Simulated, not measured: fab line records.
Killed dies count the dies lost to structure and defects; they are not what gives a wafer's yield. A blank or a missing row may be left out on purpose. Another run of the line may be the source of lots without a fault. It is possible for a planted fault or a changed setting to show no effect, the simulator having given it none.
The tool behind it: which one? | flow n5Finfet | 11 lots, 33 wafers sampled, at 1 step of a route of 1938

== WHAT EACH GAUGE READ, for each wafer ==
N5_BEOL_M8_INSPECT_30: inspects for defects (brightfield). Usual: rawDefectCount 389, standard deviation 91.
lot  | measured     | on               | rawDefectCount | flag
L865 | day 9 10:38  | defectInspect-01 | 390 329 390    | 
L869 | day 10 05:09 | defectInspect-02 | 225 264 344    | 
L870 | day 11 01:15 | defectInspect-01 | 477 313 437    | 
L872 | day 11 07:07 | defectInspect-02 | 439 232 368    | 
L874 | day 12 07:44 | defectInspect-02 | 430 383 571    | 
L880 | day 13 10:22 | defectInspect-01 | 453 399 427    | 
L881 | day 13 15:52 | defectInspect-02 | 441 331 376    | 
L882 | day 14 01:16 | defectInspect-01 | 501 669 486    | 
L886 | day 15 03:46 | defectInspect-02 | 354 471 802    | 
L888 | day 15 05:14 | defectInspect-02 | 463 361 382    | 
L887 | day 15 10:29 | defectInspect-01 | 315 383 373    | 

== TOOL THAT RAN EACH LOT (tool first, then ch and the chambers of the sampled wafers, then the start) ==
There is no process step in the record ahead of these readings.

== WHAT THE TOOLS THEMSELVES READ (means of the sampled wafers that have a number; where no wafer has one, the mark that the record gives instead) ==
The record holds no such reading with a usual standard deviation.

== THE ANSWER, worked out from the rows above alone ==
Rule: a lot is off if the mean of its wafers that have a number lies more than 3 standard deviations from the usual mean. A lot without any number at a reading at which 4 lots or more have one is off too. All remaining lots with rows at the step are treated as sound. First the gauges in route order, then the tools' own readings, where a lot's mean is used as printed above. The first step at which some lot is off is used, and at that step the reading that is off furthest; a lot without a number counts as furthest.
None of the lots is off at any reading shown; this tells nothing.

== WHAT THE SIMULATOR HAD INSERTED ==
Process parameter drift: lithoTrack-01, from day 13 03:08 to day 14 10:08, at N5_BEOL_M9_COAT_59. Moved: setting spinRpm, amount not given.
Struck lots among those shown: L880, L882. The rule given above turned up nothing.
